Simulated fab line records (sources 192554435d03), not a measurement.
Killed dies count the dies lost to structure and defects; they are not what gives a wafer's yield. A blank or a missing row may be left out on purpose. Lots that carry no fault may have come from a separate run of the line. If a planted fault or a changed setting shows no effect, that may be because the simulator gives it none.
fab line records -- flow n5Finfet
record lots=6, wafers=18, lastDay=18
route steps=1938 shown FIN_SAQP@113
lots that met no fault: taken from a fault-free run of the same line
startH: hours from the record's first day to the start of the lot's first wafer shown -- waitH: how many hours have passed since the lot's step before this one -- " same as the row above -- L1.1+2: a single row standing in for several wafers -- - no value present, or no start provided -- * or withheld: withheld -- < > ~ a bound
route shown NAME@n: names a module that has steps shown in the file, with the first one's number in the route -- usual: mean/standard deviation taken from wafers without a fault -- same: alike in all rows -- chamber/n: place in a boat -- sites: readings site by site -- _std_site: standard deviation across them -- _edge_site: the outer-site mean with the inner-site mean subtracted -- radiusMm: how far each site lies from the wafer's centre -- mask NAME#n: copy n -- behind: the last tool/chamber to shape the wafer -- hold: why the lot was held/for how many hours/how that ended -- device: transistor that didn't switch, given as n, p or np -- end of line: at the end of the route, the tests of the same wafers -- a step with no rows: only its recipe -- killed: the dies lost at the first sort to structure and to defects; this is not the yield of the wafer -- map: shows each die of a wafer: x if killed, . if not, _ if none is there
set.NAME: the setting as run; set.NAME@STEP: as run at that earlier step -- model.NAME: the simulator's own value behind a step, which no gauge read
lots seen at some steps along the route; tables by step, rows by wafer
services: when a tool's chamber went out of use (startH, in hours from the record's first day, below 0 if earlier), for how many hours, and the reason
## steps
# step N5_FIN_SAQP_INSPECT_18
# recipe mode=adi, inspectInstrument=brightfield
# usual rawDefectCount=433/120
lot.wafer,tool,chamber,startH,waitH,rawDefectCount
L988.1,defectInspect-01,-,27.51,0.0,294
L988.4,defectInspect-01,-,27.51,0.0,580
L988.5,defectInspect-01,-,27.51,0.0,368
L998.2,defectInspect-02,-,88.04,0.0,386
L998.4,defectInspect-02,-,88.04,0.0,345
L998.6,defectInspect-02,-,88.04,0.0,467
L100.1,defectInspect-01,-,99.86,0.0,669
L100.3,defectInspect-01,-,99.86,0.0,387
L100.4,defectInspect-01,-,99.86,0.0,309
L106.1,defectInspect-02,-,135.75,0.0,576
L106.2,defectInspect-02,-,135.75,0.0,465
L106.4,defectInspect-02,-,135.75,0.0,504
L107.1,defectInspect-01,-,142.33,0.0,331
L107.4,defectInspect-01,-,142.33,0.0,607
L107.5,defectInspect-01,-,142.33,0.0,435
L110.1,defectInspect-01,-,159.99,0.0,492
L110.4,defectInspect-01,-,159.99,0.0,663
L110.5,defectInspect-01,-,159.99,0.0,430
# step N5_FIN_SAQP_DESCUM_21
# recipe chemistry=O2, timeS=7.9, sourcePowerW=50, biasPowerW=20, pressureMtorr=20, rfFrequencyHz=2.712e+07, tempC=40, resist=CAR-ArF, o2FlowSccm=225
# usual drypumpMotorCurrentA=6.0/0.44, oesProductAu=0.77/0.076, rfFwdPowerW=49.43/0.25, rfVppV=243.1/1.5, showerheadPlenumPTorr=2.09/0.067, throttleValvePct=20.40/0.19
# same timeS=7.9
lot.wafer,tool,chamber,startH,waitH,drypumpMotorCurrentA,oesProductAu,rfFwdPowerW,rfHoursCounterH,rfVppV,showerheadPlenumPTorr,throttleValvePct
L988.1,rieDiel-04,2,27.55,0.0,6.0,0.93,49.57,17,245.2,2.21,20.21
L988.4,rieDiel-04,3,27.55,0.0,5.8,0.72,49.30,193,241.7,2.00,20.13
L988.5,rieDiel-04,1,27.55,0.0,5.8,0.75,49.47,-,244.9,2.15,20.40
L998.2,rieDiel-02,1,88.08,0.0,6.3,0.88,49.36,41,244.7,2.13,20.42
L998.4,rieDiel-02,0,88.08,0.0,5.8,0.74,49.63,147,242.4,2.03,20.36
L998.6,rieDiel-02,0,88.08,0.0,5.8,0.75,49.67,-,241.0,2.03,20.36
L100.1,rieDiel-06,1,99.89,0.0,5.8,0.87,49.14,52,242.6,2.05,20.21
L100.3,rieDiel-06,2,99.89,0.0,4.9,0.75,49.35,177,243.3,2.10,20.50
L100.4,rieDiel-06,2,99.89,0.0,4.9,0.76,49.23,-,242.6,2.10,20.49
L106.1,rieDiel-06,2,135.83,0.1,4.9,0.74,49.22,192,242.3,2.09,20.52
L106.2,rieDiel-06,1,135.83,0.1,5.8,0.84,49.01,66,239.6,2.05,20.23
L106.4,rieDiel-06,0,135.83,0.1,6.4,0.77,49.07,-,243.9,2.10,20.13
L107.1,rieDiel-02,0,142.37,0.0,5.8,0.73,49.73,168,241.3,2.02,20.39
L107.4,rieDiel-02,3,142.37,0.0,6.8,0.69,49.14,-,243.0,2.05,20.79
L107.5,rieDiel-02,2,142.37,0.0,5.9,0.71,49.62,-,242.9,2.06,20.40
L110.1,rieDiel-06,1,160.18,0.2,5.8,0.83,49.30,77,242.7,2.04,20.24
L110.4,rieDiel-06,0,160.18,0.2,6.4,0.75,49.54,-,244.4,2.10,20.15
L110.5,rieDiel-06,1,160.18,0.2,5.8,0.83,49.01,-,242.3,2.04,20.25
# step N5_FIN_SAQP_ETCH_51
# recipe chemistry=CF4, target=SiARC, targetDepthA=455, maskMaterial=CAR-ArF, timeS=75.8, ionEnergyEv=80, pressureMtorr=40, sourceW=545, biasW=36, Ar_flow_sccm=100, cf4FlowSccm=100, ends=cleared
# usual drypumpMotorCurrentA=6.0/0.44, etchRfOnTimeS=77.2/2.3, oesProductAu=0.65/0.066, rfFwdPowerW=540.0/2.4, rfVppV=184.0/1.2, showerheadPlenumPTorr=2.14/0.07, throttleValvePct=15.60/0.2
lot.wafer,tool,chamber,startH,waitH,drypumpMotorCurrentA,etchRfOnTimeS,oesProductAu,rfFwdPowerW,rfHoursCounterH,rfVppV,showerheadPlenumPTorr,throttleValvePct
L988.1,rieDiel-04,2,27.58,0.0,5.9,75.1,0.79,539.3,17,186.4,2.27,15.44
L988.4,rieDiel-04,3,27.58,0.0,5.8,72.6,0.62,541.6,193,183.7,2.06,15.45
L988.5,rieDiel-04,1,27.58,0.0,5.9,79.3,0.62,546.5,-,185.3,2.20,15.65
L998.2,rieDiel-02,1,88.11,0.0,6.3,77.4,0.73,546.1,41,184.4,2.18,15.52
L998.4,rieDiel-02,0,88.11,0.0,5.8,77.6,0.63,541.8,147,183.5,2.05,15.43
L998.6,rieDiel-02,0,88.11,0.0,5.8,78.6,0.63,540.7,-,183.0,2.05,15.42
L100.1,rieDiel-06,1,99.93,0.0,5.8,77.6,0.73,536.5,52,184.5,2.09,15.34
L100.3,rieDiel-06,2,99.93,0.0,4.9,75.1,0.64,538.5,177,186.8,2.13,15.57
L100.4,rieDiel-06,2,99.93,0.0,4.9,75.1,0.66,537.5,-,184.3,2.13,15.55
L106.1,rieDiel-06,2,135.87,0.0,4.9,76.1,0.64,536.9,192,183.8,2.13,15.58
L106.2,rieDiel-06,1,135.87,0.0,5.7,78.7,0.70,537.5,66,182.5,2.09,15.37
L106.4,rieDiel-06,0,135.87,0.0,6.4,76.9,0.66,538.5,-,183.3,2.17,15.44
L107.1,rieDiel-02,0,142.40,0.0,5.8,78.1,0.62,541.5,168,183.3,2.04,15.45
L107.4,rieDiel-02,3,142.40,0.0,6.8,80.3,0.58,538.5,-,183.2,2.11,16.03
L107.5,rieDiel-02,2,142.40,0.0,5.8,75.9,0.60,540.2,-,184.0,2.14,15.79
L110.1,rieDiel-06,1,160.22,0.0,5.8,79.8,0.68,535.7,77,180.9,2.08,15.38
L110.4,rieDiel-06,0,160.22,0.0,6.4,78.4,0.65,539.7,-,183.1,2.16,15.46
L110.5,rieDiel-06,1,160.22,0.0,5.7,79.7,0.69,537.8,-,183.0,2.08,15.39
# step N5_FIN_SAQP_ETCH_52
# recipe chemistry=N2/H2, target=SOC, targetDepthA=1000, overetchA=200, maskMaterial=SiARC, tempC=40, timeS=150, ionEnergyEv=200, pressureMtorr=30, sourceW=840, biasW=150, n2FlowSccm=200, h2FlowSccm=200, ends=endPoint
# step N5_FIN_SAQP_STRIP_53
# recipe chemistry=N2/H2, tempC=40, n2FlowSccm=200, h2FlowSccm=200, rfFrequencyHz=6e+07
# step N5_FIN_SAQP_HM_OPEN_73
# recipe chemistry=CHF3/O2, target=SiO2, stopOn=a-Si, targetDepthA=120, overEtchFrac=1.8, maskMaterial=SOC, timeS=16.8, pressureMtorr=30, sourceW=650, biasW=170, Ar_flow_sccm=200, CHF3_flow_sccm=50, O2_flow_sccm=5, ionEnergyEv=200, ends=endPoint
# usual drypumpMotorCurrentA=6.0/0.44, oesProductAu=0.46/0.044, rfFwdPowerW=644.9/2.6, rfVppV=520/11, showerheadPlenumPTorr=2.41/0.084, throttleValvePct=18.82/0.24
lot.wafer,tool,chamber,startH,waitH,drypumpMotorCurrentA,oesProductAu,rfFwdPowerW,rfHoursCounterH,rfVppV,showerheadPlenumPTorr,throttleValvePct
L988.1,rieDiel-04,2,27.74,0.0,6.0,0.55,643.8,17,517,2.55,18.67
L988.4,rieDiel-04,3,27.74,0.0,5.8,0.43,647.7,194,509,2.31,18.55
L988.5,rieDiel-04,1,27.74,0.0,5.8,0.44,646.8,-,528,2.49,18.91
L998.2,rieDiel-02,1,88.27,0.0,6.3,0.51,643.8,41,500,2.47,18.85
L998.4,rieDiel-02,0,88.27,0.0,5.8,0.45,647.7,147,516,2.29,18.51
L998.6,rieDiel-02,0,88.27,0.0,5.8,0.46,649.2,-,518,2.29,18.51
L100.1,rieDiel-06,1,100.09,0.0,5.8,0.51,642.4,52,521,2.35,18.56
L100.3,rieDiel-06,2,100.09,0.0,4.9,0.45,644.5,177,510,2.41,18.81
L100.4,rieDiel-06,2,100.09,0.0,4.9,0.46,646.8,-,509,2.41,18.80
L106.1,rieDiel-06,2,136.03,0.0,4.9,0.44,643.7,192,507,2.40,18.84
L106.2,rieDiel-06,1,136.03,0.0,5.8,0.50,639.9,67,522,2.35,18.60
L106.4,rieDiel-06,0,136.03,0.0,6.3,0.46,645.1,-,527,2.43,18.59
L107.1,rieDiel-02,0,142.57,0.0,5.8,0.44,645.7,168,517,2.28,18.55
L107.4,rieDiel-02,3,142.57,0.0,6.8,0.42,642.7,-,541,2.39,19.33
L107.5,rieDiel-02,2,142.57,0.0,5.8,0.42,640.4,-,523,2.41,19.02
L110.1,rieDiel-06,1,160.38,0.0,5.8,0.50,642.8,77,521,2.34,18.62
L110.4,rieDiel-06,0,160.38,0.0,6.4,0.46,646.1,-,526,2.42,18.61
L110.5,rieDiel-06,1,160.38,0.0,5.7,0.50,642.0,-,522,2.35,18.61
# step N5_FIN_SAQP_STRIP_74
# recipe chemistry=CHF3/O2, resist=SiARC, rfFrequencyHz=6e+07
# step N5_FIN_SAQP_MANDREL_ETCH_22
# recipe targetDepthA=600, chemistry=HBr/Cl2, target=a-Si, stopOn=SiNx, btTimeS=10, overEtchFrac=0.5, timeS=30, pressureMtorr=10, icpW=800, biasW=75, HBr_flow_sccm=150, Cl2_flow_sccm=80, ends=endPoint
# step N5_FIN_SAQP_STRIP_55
# recipe chemistry=N2/H2, powerW=500, tempC=40, pressureMtorr=50, rfFrequencyHz=6e+07, overashFraction=0.3, biasPowerW=28, h2Frac=0.5, n2FlowSccm=300, h2FlowSccm=300
# usual drypumpMotorCurrentA=5.9/0.52, oesProductAu=0.79/0.071, rfVppV=122.0/1.5, showerheadPlenumPTorr=3.37/0.11, throttleValvePct=19.0/0.4
lot.wafer,tool,chamber,startH,waitH,drypumpMotorCurrentA,oesProductAu,rfHoursCounterH,rfVppV,showerheadPlenumPTorr,throttleValvePct
L988.1,rieDiel-02,0,28.03,0.2,5.8,0.77,125,121.8,3.22,18.6
L988.4,rieDiel-02,3,28.03,0.2,6.8,0.72,184,123.6,3.32,19.1
L988.5,rieDiel-02,3,28.03,0.2,6.8,0.71,-,120.7,3.32,19.1
L998.2,rieDiel-02,3,88.52,0.1,6.8,0.71,202,120.8,3.31,19.1
L998.4,rieDiel-02,0,88.52,0.1,5.8,0.73,147,123.7,3.21,18.6
L998.6,rieDiel-02,2,88.52,0.1,5.9,0.72,-,121.4,3.30,18.4
L100.1,rieDiel-04,3,100.27,0.1,5.8,0.70,220,121.0,3.20,18.4
L100.3,rieDiel-04,2,100.27,0.1,6.0,0.88,45,125.1,3.54,19.0
L100.4,rieDiel-04,0,100.27,0.1,5.9,0.95,10,123.6,3.59,19.4
L106.1,rieDiel-02,0,136.23,0.1,5.8,0.73,164,119.6,3.20,18.7
L106.2,rieDiel-02,2,136.23,0.1,5.9,0.70,224,120.4,3.29,18.4
L106.4,rieDiel-02,2,136.23,0.1,5.9,0.71,-,120.8,3.29,18.5
L107.1,rieDiel-06,0,142.75,0.1,6.4,0.76,115,121.6,3.39,19.1
L107.4,rieDiel-06,0,142.75,0.1,6.4,0.76,-,122.1,3.39,19.1
L107.5,rieDiel-06,2,142.75,0.1,5.0,0.73,-,119.5,3.35,19.7
L110.1,rieDiel-06,0,161.12,0.6,6.4,0.76,123,122.2,3.39,19.1
L110.4,rieDiel-06,1,161.12,0.6,5.8,0.82,-,120.4,3.27,18.9
L110.5,rieDiel-06,2,161.12,0.6,4.9,0.72,-,120.2,3.34,19.7
# step N5_FIN_SAQP_STRIP_23
# recipe chemistry=SPM, timeS=750, tempC=130, h2so4H2o2VolRatio=4
# step N5_FIN_SAQP_SRD_66
# recipe dry=ipaMarangoni, timeS=30, tempC=23, rinseLiquid=diw
# step N5_FIN_SAQP_RECESS_75
# recipe chemistry=HF/NH3, target=SiO2, targetDepthA=144, afsCycles=3, tempC=30, sublimationTempC=180, sublimationTimeS=60
# step N5_FIN_SAQP_SPACER1_ALD_24
# recipe material=SiO2, targetThkA=203, tempC=300, aldPrecursorFamily=BDEAS, aldCoReactant=O2-plasma, pulseTimeS=1, purgeTimeS=2, coReactantPurgeTimeS=2, aldCycles=218, pressureTorr=2
# usual heaterPowerOuterW=259/31, heaterPowerW=471/48, precursorPulseHeightRel=1.001/0.02, susceptorTempC=300.02/0.18
lot.wafer,tool,chamber,startH,waitH,heaterPowerOuterW,heaterPowerW,precursorPulseHeightRel,susceptorTempC,model.SiO2_of_FIN_SAQP_SPACER1_ALD_24.thkNm
L988.1,aldSin-02,0,28.74,0.3,256,469,1.006,300.11,20.2
L988.4,aldSin-02,1,28.74,0.3,242,454,0.990,300.25,20.2
L988.5,aldSin-02,1,28.74,0.3,242,449,0.996,300.00,20.2
L998.2,aldSin-04,3,90.00,0.8,374,646,0.995,318.61,19.8
L998.4,aldSin-04,0,90.00,0.8,267,500,0.971,318.65,20
L998.6,aldSin-04,1,90.00,0.8,275,494,1.013,318.49,19.6
L100.1,aldSin-04,2,101.22,0.5,300,537,1.009,318.76,20
L100.3,aldSin-04,0,101.22,0.5,273,503,0.981,318.79,19.8
L100.4,aldSin-04,1,101.22,0.5,270,488,0.976,318.56,19.6
L106.1,aldSin-02,3,136.94,0.3,234,430,0.983,300.14,20.2
L106.2,aldSin-02,1,136.94,0.3,239,451,0.989,300.06,20.4
L106.4,aldSin-02,0,136.94,0.3,262,462,1.018,299.88,20.4
L107.1,aldSin-03,0,144.05,0.9,337,589,1.017,300.17,20.4
L107.4,aldSin-03,1,144.05,0.9,263,491,0.986,300.01,20.2
L107.5,aldSin-03,1,144.05,0.9,259,502,1.008,300.10,20.2
L110.1,aldSin-04,0,161.82,0.3,230,440,0.991,299.90,20.4
L110.4,aldSin-04,2,161.82,0.3,260,470,1.010,299.92,20.6
L110.5,aldSin-04,3,161.82,0.3,326,562,1.005,300.10,20.2
# step N5_FIN_SAQP_SPACER1_ETCHBACK_25
# recipe chemistry=CHF3/O2, mode=anisotropicEtchback, target=SiO2, targetDepthA=244, timeS=12.2, pressureMtorr=30, sourceW=650, biasW=170, Ar_flow_sccm=200, CHF3_flow_sccm=50, O2_flow_sccm=5, ionEnergyEv=200
# usual drypumpMotorCurrentA=5.9/0.49, oesProductAu=0.78/0.07, rfFwdPowerW=645.5/2.5, rfVppV=520/10, showerheadPlenumPTorr=2.42/0.075, throttleValvePct=18.82/0.2
# same timeS=12.2
lot.wafer,tool,chamber,startH,waitH,drypumpMotorCurrentA,oesProductAu,rfFwdPowerW,rfHoursCounterH,rfVppV,showerheadPlenumPTorr,throttleValvePct
L988.1,rieDiel-04,2,29.46,0.4,6.0,0.92,646.1,17,518,2.55,18.74
L988.4,rieDiel-04,0,29.46,0.4,5.9,0.68,646.7,247,516,2.25,19.17
L988.5,rieDiel-04,2,29.46,0.4,5.9,0.92,647.7,-,518,2.55,18.76
L998.2,rieDiel-06,0,90.71,0.4,6.4,0.78,646.1,93,525,2.44,18.63
L998.4,rieDiel-06,1,90.71,0.4,5.7,0.86,639.6,-,521,2.36,18.64
L998.6,rieDiel-06,0,90.71,0.4,6.4,0.78,643.5,-,526,2.44,18.61
L100.1,rieDiel-02,2,101.94,0.4,5.9,0.72,648.4,210,524,2.42,19.05
L100.3,rieDiel-02,0,101.94,0.4,5.8,0.74,648.4,151,518,2.29,18.58
L100.4,rieDiel-02,1,101.94,0.4,6.3,0.85,648.6,45,501,2.47,18.93
L106.1,rieDiel-06,1,137.65,0.4,5.7,0.82,643.4,67,521,2.35,18.66
L106.2,rieDiel-06,0,137.65,0.4,6.4,0.76,645.8,112,525,2.43,18.67
L106.4,rieDiel-06,2,137.65,0.4,4.9,0.74,643.2,-,509,2.40,18.93
L107.1,rieDiel-04,2,144.77,0.4,6.0,0.85,646.5,60,515,2.54,18.81
L107.4,rieDiel-04,1,144.77,0.4,5.8,0.69,647.7,239,528,2.47,19.04
L107.5,rieDiel-04,2,144.77,0.4,6.0,0.85,645.1,-,516,2.54,18.80
L110.1,rieDiel-04,2,162.59,0.4,6.0,0.84,644.8,68,517,2.53,18.83
L110.4,rieDiel-04,1,162.59,0.4,5.8,0.69,646.2,248,525,2.47,19.07
L110.5,rieDiel-04,3,162.59,0.4,5.8,0.68,645.7,-,508,2.29,18.72
# step N5_FIN_SAQP_MANDREL1_REMOVE_56
# recipe chemistry=HBr/Cl2/O2, btTimeS=10, target=a-Si, stopOn=SiNx, endpoint=OES-SiCl, overEtchFrac=1, icpW=600, biasW=22, HBr_flow_sccm=150, Cl2_flow_sccm=80, O2_flow_sccm=5, pressureMtorr=10
# usual drypumpMotorCurrentA=5.7/0.45, oesProductAu=0.991/0.022, rfFwdPowerW=597.0/2, throttleValvePct=36.8/0.32
# same btTimeS=10
lot.wafer,tool,chamber,startH,waitH,drypumpMotorCurrentA,oesProductAu,rfFwdPowerW,rfHoursCounterH,throttleValvePct,model.FIN_SAQP.cdNm
L988.1,rieSi-03,0,29.55,0.1,5.9,0.964,595.5,119,37.1,20.4
L988.4,rieSi-03,2,29.55,0.1,5.6,0.975,596.7,117,36.5,20.4
L988.5,rieSi-03,3,29.55,0.1,5.3,0.971,596.1,-,36.6,20.2
L998.2,rieSi-02,2,90.80,0.1,5.7,1.009,594.6,178,36.3,19.8
L998.4,rieSi-02,1,90.80,0.1,6.3,1.039,600.8,84,36.2,20
L998.6,rieSi-02,0,90.80,0.1,5.9,1.009,598.3,-,36.9,19.8
L100.1,rieSi-03,2,102.02,0.1,5.6,0.981,596.5,119,36.5,20
L100.3,rieSi-03,3,102.02,0.1,5.3,0.985,593.7,133,36.6,19.8
L100.4,rieSi-03,1,102.02,0.1,5.0,1.000,599.5,103,37.2,19.6
L106.1,rieSi-03,3,137.74,0.1,5.3,0.975,596.6,134,36.6,20.4
L106.2,rieSi-03,0,137.74,0.1,5.9,0.957,599.2,121,37.1,20.4
L106.4,rieSi-03,2,137.74,0.1,5.6,0.980,597.2,119,36.5,20.6
L107.1,rieSi-01,3,144.86,0.1,5.5,0.989,595.8,0,36.5,20.4
L107.4,rieSi-01,1,144.86,0.1,5.5,1.000,597.0,177,37.2,20.2
L107.5,rieSi-01,0,144.86,0.1,6.6,0.994,600.9,-,36.8,20.2
L110.1,rieSi-03,2,162.68,0.1,5.5,0.973,600.7,120,36.5,20.6
L110.4,rieSi-03,1,162.68,0.1,5.1,0.994,597.4,104,37.2,20.6
L110.5,rieSi-03,3,162.68,0.1,5.3,0.969,596.8,-,36.6,20.2
# step N5_FIN_SAQP_CD_MEAS_27
# recipe targetCdNm=20, landingEnergyEv=1000, detector=seInlens, polarity=line
# usual cdNm=20.37/0.28
lot.wafer,tool,chamber,startH,waitH,cdNm
L988.1,cdSem-02,0,29.66,0.1,20.53
L988.4,cdSem-02,0,29.66,0.1,20.49
L988.5,cdSem-02,0,29.66,0.1,20.30
L998.2,cdSem-03,0,90.91,0.1,19.58
L998.4,cdSem-03,0,90.91,0.1,20.19
L998.6,cdSem-03,0,90.91,0.1,19.98
L100.1,cdSem-03,0,102.13,0.1,20.17
L100.3,cdSem-03,0,102.13,0.1,20.03
L100.4,cdSem-03,0,102.13,0.1,19.83
L106.1,cdSem-02,0,137.85,0.1,20.53
L106.2,cdSem-02,0,137.85,0.1,20.21
L106.4,cdSem-02,0,137.85,0.1,20.35
L107.1,cdSem-03,0,144.97,0.1,20.16
L107.4,cdSem-03,0,144.97,0.1,20.33
L107.5,cdSem-03,0,144.97,0.1,19.93
L110.1,cdSem-01,0,162.79,0.1,21.05
L110.4,cdSem-01,0,162.79,0.1,20.78
L110.5,cdSem-01,0,162.79,0.1,20.38
## services
tool,chamber,startH,hours,kind
aldSin-03,-,18.92,1.4,repair
rieSi-02,0,18.98,2.7,repair
aldSin-02,0,19.49,2.8,repair
rieDiel-02,2,21.76,3.5,repair
aldSin-03,-,23.31,1.1,repair
rieDiel-06,-,25.96,1.4,repair
aldSin-02,-,34.53,14.6,pm
rieDiel-02,2,45.24,3.8,repair
rieDiel-06,0,56.88,6.4,repair
aldSin-02,-,58.13,1.8,repair
rieDiel-04,-,59.92,0.3,repair
rieSi-02,-,65.70,2.8,pm
rieDiel-06,3,67.20,121.0,repair
rieDiel-02,3,68.22,5.0,repair
rieSi-03,1,94.00,6.1,repair
rieDiel-02,2,98.16,2.6,repair
rieSi-03,2,107.29,3.7,repair
aldSin-03,-,107.42,14.6,pm
rieDiel-02,3,114.24,1.8,repair
aldSin-03,-,123.64,3.7,repair
rieDiel-04,-,137.64,1.0,repair
aldSin-04,3,148.02,13.1,repair
aldSin-02,-,155.19,0.6,repair
rieDiel-02,-,158.13,14.6,pm
## key
firstSign step=N5_FIN_SAQP_SPACER1_ALD_24, reading=susceptorTempC, direction=up, sigmas=99+, usual=*, struck=*
effect step=N5_FIN_SAQP_CD_MEAS_27, reading=cdNm, direction=down, sigmas=1.5, usual=20.37, struck=19.96
modelEffect step=N5_FIN_SAQP_SPACER1_ALD_24, value=SiO2_of_FIN_SAQP_SPACER1_ALD_24.thkNm, without=20.3, struck=19.8
modelEffect step=N5_FIN_SAQP_MANDREL1_REMOVE_56, value=FIN_SAQP.cdNm, without=20.4, struck=19.83
metAt N5_FIN_SAQP_SPACER1_ALD_24
struckWafers L998.2,L998.4,L998.6,L100.1,L100.3,L100.4
testerLeftOut L998,L100
fault kind=processParameterDrift, tool=aldSin-04, chamber=-, onsetH=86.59, steps=N5_FIN_SAQP_SPACER1_ALD_24, channel=tempC, offset=*, shape=step, endH=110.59, actsIn=*, stated=*
# testerLeftOut: of these lots the tester's yield and bins aren't shown, on N5 and GAA mostly nor the transistor test; their killed dies are dies lost to structure and defects alone, not to doping, threshold or leakage, so they don't give the yield
